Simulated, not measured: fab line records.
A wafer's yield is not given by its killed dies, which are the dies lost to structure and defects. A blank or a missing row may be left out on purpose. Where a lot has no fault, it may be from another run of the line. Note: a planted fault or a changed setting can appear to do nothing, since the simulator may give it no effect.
Matching of chambers / flow nand-harc / NHARC_A_SLIT_ETCH_24 on rie-diel-03 has 4 sister chambers
The step etches the open film in CF4/CHF3, target depth 121 nm, time 60.5 s. 4 wafers are shown with their chamber, then 7 later ones without.

WAFERS WITH THEIR CHAMBER
wafer=L670.5; chamber=0; drypump-motor-current-A (A)=5.9
wafer=L676.5; chamber=2; drypump-motor-current-A (A)=5.9
wafer=L677.2; chamber=1; drypump-motor-current-A (A)=5.2
wafer=L677.3; chamber=3; drypump-motor-current-A (A)=5.5

WAFERS WITH NO CHAMBER GIVEN
wafer=L677.6; drypump-motor-current-A (A)=5.9
wafer=L678.3; drypump-motor-current-A (A)=5.9
wafer=L678.4; drypump-motor-current-A (A)=5.2
wafer=L678.5; drypump-motor-current-A (A)=5.9
wafer=L685.3; drypump-motor-current-A (A)=5.9
wafer=L685.4; drypump-motor-current-A (A)=5.3
wafer=L685.6; drypump-motor-current-A (A)=5.5

CHAMBER TAKEN BY EACH
wafer=L677.6; from the rows above=can't be placed: 0 or 2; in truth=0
wafer=L678.3; from the rows above=can't be placed: 0 or 2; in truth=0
wafer=L678.4; from the rows above=1; in truth=1
wafer=L678.5; from the rows above=can't be placed: 0 or 2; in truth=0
wafer=L685.3; from the rows above=can't be placed: 0 or 2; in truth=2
wafer=L685.4; from the rows above=1; in truth=1
wafer=L685.6; from the rows above=3; in truth=3
Correctly placed: 3 of 7. Can't be placed from these rows: 4 (the true chamber is among the candidates in 4). 0 placed wrongly.
How it was worked out, from the rows above alone: a wafer's distance from a chamber is the root of the sum, over the readings, of the square of ((its reading less the chamber's mean) divided by the reading's scatter). If the next closest chamber is less than 2 further off than the closest, the wafer can't be placed; otherwise it belongs to the closest. The mean given for a chamber averages the wafers shown for that chamber. The scatter: with one shown wafer a chamber, the root of the mean of the squares of how far each hidden wafer lies from its nearest shown one.
